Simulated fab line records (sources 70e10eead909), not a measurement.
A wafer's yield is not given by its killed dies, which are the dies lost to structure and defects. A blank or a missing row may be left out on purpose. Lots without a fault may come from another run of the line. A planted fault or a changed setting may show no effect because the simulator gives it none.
Which tool is to blame? + flow nand-harc + 12 lots with 36 wafers sampled at 5 steps, on a route of 1159 steps

## WHAT EACH GAUGE READ, for each wafer
NHARC_A_BONDPAD_THK_MEAS_30: measures by ellipsometry. Usual: 200.2 nm for thk-nm, sd 1.4.
| lot  | measured     | on            | thk-nm (nm)       | flag |
|------|--------------|---------------|-------------------|------|
| L389 | day 18 03:05 | film-metro-01 | 199.6 201.4 199.0 |      |
| L390 | day 18 02:49 | film-metro-02 | 202.1 200.6 199.9 |      |
| L391 | day 18 05:50 | film-metro-02 | 199.2 197.8 198.5 |      |
| L393 | day 19 08:02 | film-metro-01 | 201.1 199.3 201.7 |      |
| L396 | day 20 01:26 | film-metro-01 | 200.4 200.2 201.8 |      |
| L397 | day 19 19:35 | film-metro-01 | 197.6 199.4 200.6 |      |
| L398 | day 20 01:04 | film-metro-02 | 202.8 200.4 202.8 |      |
| L399 | day 20 19:06 | film-metro-02 | 197.6 199.7 199.6 |      |
| L403 | day 21 18:41 | film-metro-02 | 198.3 197.5 200.0 |      |
| L408 | day 22 11:07 | film-metro-02 | 197.9 199.4 198.3 |      |
| L409 | day 23 02:02 | film-metro-02 | 200.4 201.5 201.2 |      |
| L412 | day 23 21:52 | film-metro-01 | 201.1 202.3 199.2 |      |

NHARC_A_BONDPAD_THK_MEAS_20: measures by xrf. Usual: 170.0 nm for thk-nm, sd 1.4.
| lot  | measured     | on            | thk-nm (nm)       | flag |
|------|--------------|---------------|-------------------|------|
| L389 | day 18 06:18 | film-metro-02 | 168.2 171.3 171.7 |      |
| L390 | day 18 06:01 | film-metro-01 | 170.7 168.1 168.9 |      |
| L391 | day 18 09:05 | film-metro-01 | 168.9 171.0 172.3 |      |
| L393 | day 19 11:14 | film-metro-01 | 169.2 167.4 169.9 |      |
| L396 | day 20 04:41 | film-metro-02 | 168.5 169.3 169.3 |      |
| L397 | day 19 22:46 | film-metro-02 | 171.4 169.9 170.4 |      |
| L398 | day 20 04:20 | film-metro-01 | 171.7 170.1 168.8 |      |
| L399 | day 20 22:16 | film-metro-01 | 169.9 168.5 169.2 |      |
| L403 | day 21 21:48 | film-metro-01 | 171.5 171.8 168.0 |      |
| L408 | day 22 14:34 | film-metro-02 | 168.0 170.0 172.6 |      |
| L409 | day 23 05:11 | film-metro-02 | 167.4 167.9 168.4 |      |
| L412 | day 24 00:53 | film-metro-01 | 170.5 173.0 170.5 |      |

NHARC_END_SORT_01. Usual: defect-limited-yield 95.1 %, standard deviation 1.8; killed-at-array 29, standard deviation 11; killed-at-other 0.6, standard deviation 0.89; killed-at-periphery 3.8, standard deviation 2.8; killed-dies 33, standard deviation 12; killed-open 3.5, standard deviation 1.9; killed-short 1.9, standard deviation 1.3; sort_bin_2_pct 1.5 %, standard deviation 0.72; sort_bin_3_pct 0.28 %, standard deviation 0.23; sort_bin_4_pct 3.1 %, standard deviation 1.2; sort-n-pass 644, standard deviation 12; sort-rim-yield-pct 94.8 %, standard deviation 2.9; sort-yield-pct 95.1 %, standard deviation 1.8.
| lot  | measured     | on        | defect-limited-yield (%) | killed-at-array | killed-at-other | killed-at-periphery | killed-dies | killed-open | killed-short | sort_bin_2_pct (%) | sort_bin_3_pct (%) | sort_bin_4_pct (%) | sort-n-pass | sort-rim-yield-pct (%) | sort-yield-pct (%) | flag |
|------|--------------|-----------|--------------------------|-----------------|-----------------|---------------------|-------------|-------------|--------------|--------------------|--------------------|--------------------|-------------|------------------------|--------------------|------|
| L396 | day 21 10:04 | prober-01 | 95.7 93.8 94.2           | 24 36 29        | 0 0 0           | 5 6 10              | 29 42 39    | 2 5 5       | 3 1 1        | 0.6 2.1 2.1        | 0.44 0.15 0.59     | 3.2 4.0 3.1        | 648 635 638 | 97.2 93.4 92.5         | 95.7 93.8 94.2     |      |
| L398 | day 21 09:07 | prober-02 | 95.4 95.6 94.8           | 28 26 31        | 0 0 0           | 3 4 4               | 31 30 35    | 4 7 3       | 4 1 1        | 1.2 1.8 1.5        | 0.15 0 0.15        | 3.2 2.7 3.5        | 646 647 642 | 96.2 96.2 94.3         | 95.4 95.6 94.8     |      |
| L408 | day 23 19:11 | prober-01 | 80.8 82.0 81.1           | 41 43 47        | 1 0 2           | 88 79 79            | 130 122 128 | 6 3 4       | 1 3 1        | 9.0 8.0 7.5        | 2.66 3.10 3.69     | 7.5 6.9 7.7        | 547 555 549 | 87.7 90.6 84.0         | 80.8 82.0 81.1     | OFF  |
| L409 | day 24 18:34 | prober-02 | 84.9 92.9 86.7           | 22 15 14        | 0 2 0           | 80 31 76            | 102 48 90   | 2 2 2       | 0 2 2        | 6.4 1.9 5.8        | 2.66 1.92 2.07     | 6.1 3.2 5.5        | 575 629 587 | 99.1 88.7 99.1         | 84.9 92.9 86.7     | OFF  |

## WHICH TOOL RAN EACH LOT (tool, then ch and the chambers of the sampled wafers, then the start)
| lot  | NHARC_P_BONDPAD_ETCH_37            | NHARC_HYBRID_BOND_ACTIVATE_00      |
|------|------------------------------------|------------------------------------|
| L389 | rie-diel-02 ch 0,3, day 6 07:58    | rie-diel-11 ch 0,3, day 18 06:36   |
| L390 | rie-diel-02 ch 0,2, day 6 08:37    | rie-diel-11 ch 0,2, day 18 06:16   |
| L391 | rie-diel-11 ch 0,3, day 7 04:17    | rie-diel-11 ch 0,2,3, day 18 09:23 |
| L393 | rie-diel-05 ch 0,2,3, day 7 17:53  | rie-diel-11 ch 0,1,2, day 19 11:31 |
| L396 | rie-diel-05 ch 0,2,3, day 8 05:13  | rie-diel-11 ch 1,3, day 20 04:56   |
| L397 | rie-diel-05 ch 1,2,3, day 8 10:50  | rie-diel-11 ch 0,1,3, day 19 23:02 |
| L398 | rie-diel-11 ch 1,3, day 8 19:38    | rie-diel-11 ch 0,1, day 20 04:37   |
| L399 | rie-diel-05 ch 0,1,2, day 9 01:23  | rie-diel-11 ch 1,2,3, day 20 22:33 |
| L403 | rie-diel-05 ch 1,3, day 10 07:32   | rie-diel-11 ch 0,1,3, day 21 22:05 |
| L408 | rie-diel-05 ch 1,2, day 10 22:05   | rie-diel-11 ch 0,1, day 22 14:49   |
| L409 | rie-diel-05 ch 0,3, day 11 10:25   | rie-diel-11 ch 0,3, day 23 05:28   |
| L412 | rie-diel-11 ch 0,1,3, day 12 00:23 | rie-diel-05 ch 0,1,2, day 24 01:10 |
- NHARC_P_BONDPAD_ETCH_37: etches the open film in N2/H2, target depth 60 nm, overetch 18 nm, time 65.91 s.
- NHARC_HYBRID_BOND_ACTIVATE_00: chemistry N2, time 60 s.

## WHAT THE TOOLS THEMSELVES READ (means of the sampled wafers that have a number; where no wafer has one, the mark that the record gives instead)
NHARC_P_BONDPAD_ETCH_37. Usual: drypump-motor-current-A 5.7 A, standard deviation 0.47; h2-flow-sccm 149.9 sccm, standard deviation 0.47; oes-product-au 0.997 a.u., standard deviation 0.0075; rf-vpp-V 431.8 V, standard deviation 2.1; showerhead-plenum-p-Torr 2.08 Torr, standard deviation 0.07; throttle-valve-pct 14.172 %, standard deviation 0.0099.
| lot  | tool        | drypump-motor-current-A (A) | h2-flow-sccm (sccm) | oes-product-au (a.u.) | rf-vpp-V (V) | showerhead-plenum-p-Torr (Torr) | throttle-valve-pct (%) | flag |
|------|-------------|-----------------------------|---------------------|-----------------------|--------------|---------------------------------|------------------------|------|
| L389 | rie-diel-02 | 5.2                         | 150.0               | 0.996                 | 431.6        | 2.09                            | 14.163                 |      |
| L390 | rie-diel-02 | 6.0                         | 149.7               | 1.000                 | 434.6        | 2.17                            | 14.168                 |      |
| L391 | rie-diel-11 | 5.5                         | 150.1               | 1.003                 | 433.9        | 2.15                            | 14.168                 |      |
| L393 | rie-diel-05 | 5.3                         | 150.5               | 0.993                 | 431.1        | 2.05                            | 14.166                 |      |
| L396 | rie-diel-05 | 5.3                         | 149.8               | 0.996                 | 430.6        | 2.04                            | 14.181                 |      |
| L397 | rie-diel-05 | 5.7                         | 150.4               | 0.995                 | 430.7        | 2.04                            | 14.170                 |      |
| L398 | rie-diel-11 | 5.3                         | 150.2               | 1.002                 | 433.2        | 2.15                            | 14.173                 |      |
| L399 | rie-diel-05 | 5.8                         | 149.7               | 0.991                 | 429.3        | 1.99                            | 14.167                 |      |
| L403 | rie-diel-05 | 5.9                         | 149.6               | 0.993                 | 430.0        | 2.00                            | 14.178                 |      |
| L408 | rie-diel-05 | 5.9                         | 149.3               | 0.993                 | 430.0        | 2.01                            | 14.177                 |      |
| L409 | rie-diel-05 | 5.2                         | 149.8               | 0.998                 | 430.1        | 2.01                            | 14.168                 |      |
| L412 | rie-diel-11 | 5.5                         | 149.4               | 0.994                 | 433.0        | 2.14                            | 14.184                 |      |

NHARC_HYBRID_BOND_ACTIVATE_00. Usual: drypump-motor-current-A 5.7 A, standard deviation 0.41; oes-product-au 0.999 a.u., standard deviation 0.0079; rf-vpp-V 64.4 V, standard deviation 0.75; showerhead-plenum-p-Torr 1.81 Torr, standard deviation 0.052.
| lot  | tool        | drypump-motor-current-A (A) | oes-product-au (a.u.) | rf-vpp-V (V) | showerhead-plenum-p-Torr (Torr) | flag |
|------|-------------|-----------------------------|-----------------------|--------------|---------------------------------|------|
| L389 | rie-diel-11 | 5.7                         | 0.998                 | 64.5         | 1.85                            |      |
| L390 | rie-diel-11 | 6.0                         | 1.008                 | 64.4         | 1.82                            |      |
| L391 | rie-diel-11 | 5.8                         | 1.014                 | 64.2         | 1.83                            |      |
| L393 | rie-diel-11 | 5.8                         | 0.999                 | 64.1         | 1.82                            |      |
| L396 | rie-diel-11 | 5.3                         | 1.002                 | 63.9         | 1.85                            |      |
| L397 | rie-diel-11 | 5.5                         | 0.995                 | 64.8         | 1.85                            |      |
| L398 | rie-diel-11 | 5.7                         | 0.995                 | 64.0         | 1.84                            |      |
| L399 | rie-diel-11 | 5.6                         | 0.993                 | 65.3         | 1.83                            |      |
| L403 | rie-diel-11 | 5.5                         | 0.996                 | 64.4         | 1.85                            |      |
| L408 | rie-diel-11 | 5.5                         | 1.001                 | 64.3         | 1.84                            |      |
| L409 | rie-diel-11 | 5.7                         | 1.003                 | 64.6         | 1.84                            |      |
| L412 | rie-diel-05 | 5.8                         | 0.994                 | 63.5         | 1.69                            |      |

## THE ANSWER, worked out from the rows above alone
Rule: a lot is off if the mean of its wafers that have a number lies more than 3 standard deviations from the usual mean. A lot without any number at a reading at which 4 lots or more have one is off too. The other lots that the step has rows for count as sound. After the gauges, taken in route order, come the tools' own readings; for these a lot's mean is taken, as printed above. The first step at which some lot is off is used, and at that step the reading that is off furthest; a lot without a number counts as furthest.
Off at NHARC_END_SORT_01 (killed-at-periphery): L408, L409. Neither off nor sound, because the step has no rows for them: L389, L390, L391, L393, L397, L399, L403, L412.
A tool fits if, at a process step before that reading, it ran every lot that is off, and no sound lot after the first of them. Those tools and the gauges at NHARC_END_SORT_01 are tried in the same way. 2 tools fit, rie-diel-05 at NHARC_P_BONDPAD_ETCH_37 and rie-diel-11 at NHARC_HYBRID_BOND_ACTIVATE_00, so this cannot tell which one it is.

## WHAT THE SIMULATOR HAD PUT IN
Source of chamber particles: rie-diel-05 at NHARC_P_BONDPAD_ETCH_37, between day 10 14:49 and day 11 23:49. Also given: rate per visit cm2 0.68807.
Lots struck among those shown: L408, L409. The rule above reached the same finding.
